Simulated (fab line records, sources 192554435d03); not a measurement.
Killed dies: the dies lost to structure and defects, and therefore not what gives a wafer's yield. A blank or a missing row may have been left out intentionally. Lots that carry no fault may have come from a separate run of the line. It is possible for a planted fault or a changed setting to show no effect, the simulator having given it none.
Matching of chambers | flow n5Finfet | N5_FIN_SAQP_HM_DEP_72 on pecvd-01: 3 sister chambers
The step deposits SiO2 from SiH4/N2O, target thk 12 nm, time 7.2 s. 6 wafers are shown with their chamber, then 10 later ones without.

WAFERS, EACH WITH ITS CHAMBER
wafer  | chamber | showerheadVppV (V) | showerheadPlenumPTorr (Torr)
L088.1 | 0       | 1114               | 8.15
L088.4 | 1       | 1027               | 8.09
L089.1 | 0       | 1104               | 8.14
L089.4 | 1       | 1024               | 8.11
L091.2 | 2       | 1023               | 8.28
L091.3 | 2       | 1022               | 8.27

WAFERS WITHOUT THEIR CHAMBER
wafer  | showerheadVppV (V) | showerheadPlenumPTorr (Torr)
L091.5 | 1022               | 8.29
L092.1 | 1000               | 8.27
L092.2 | 1041               | 8.12
L092.5 | 1020               | 8.28
L096.4 | 1115               | 8.13
L096.5 | 998                | 8.26
L096.6 | 1034               | 8.11
L097.2 | 1008               | 8.28
L097.3 | 1110               | 8.15
L097.6 | 1029               | 8.13

EACH ONE'S CHAMBER
wafer  | from the rows above | in truth
L091.5 | 2                   | 2
L092.1 | 2                   | 2
L092.2 | 1                   | 1
L092.5 | 2                   | 2
L096.4 | 0                   | 0
L096.5 | 2                   | 2
L096.6 | 1                   | 1
L097.2 | 2                   | 2
L097.3 | 0                   | 0
L097.6 | 1                   | 1
Placed correctly: 10 of 10. Not placeable from these rows: 0. Number placed wrongly: 0.
How it was worked out, from the rows above alone: a wafer's distance from a chamber is the root of the sum, over the readings, of the square of ((its reading less the chamber's mean) divided by the reading's scatter). The wafer belongs to the nearest chamber; if the next one is less than 2 further off, it can't be placed. The mean given for a chamber averages the wafers shown for that chamber. How the scatter is found: for the shown wafers, subtract from each reading the mean of its chamber, square and add these, divide the total by (wafers less chambers), then take the root.
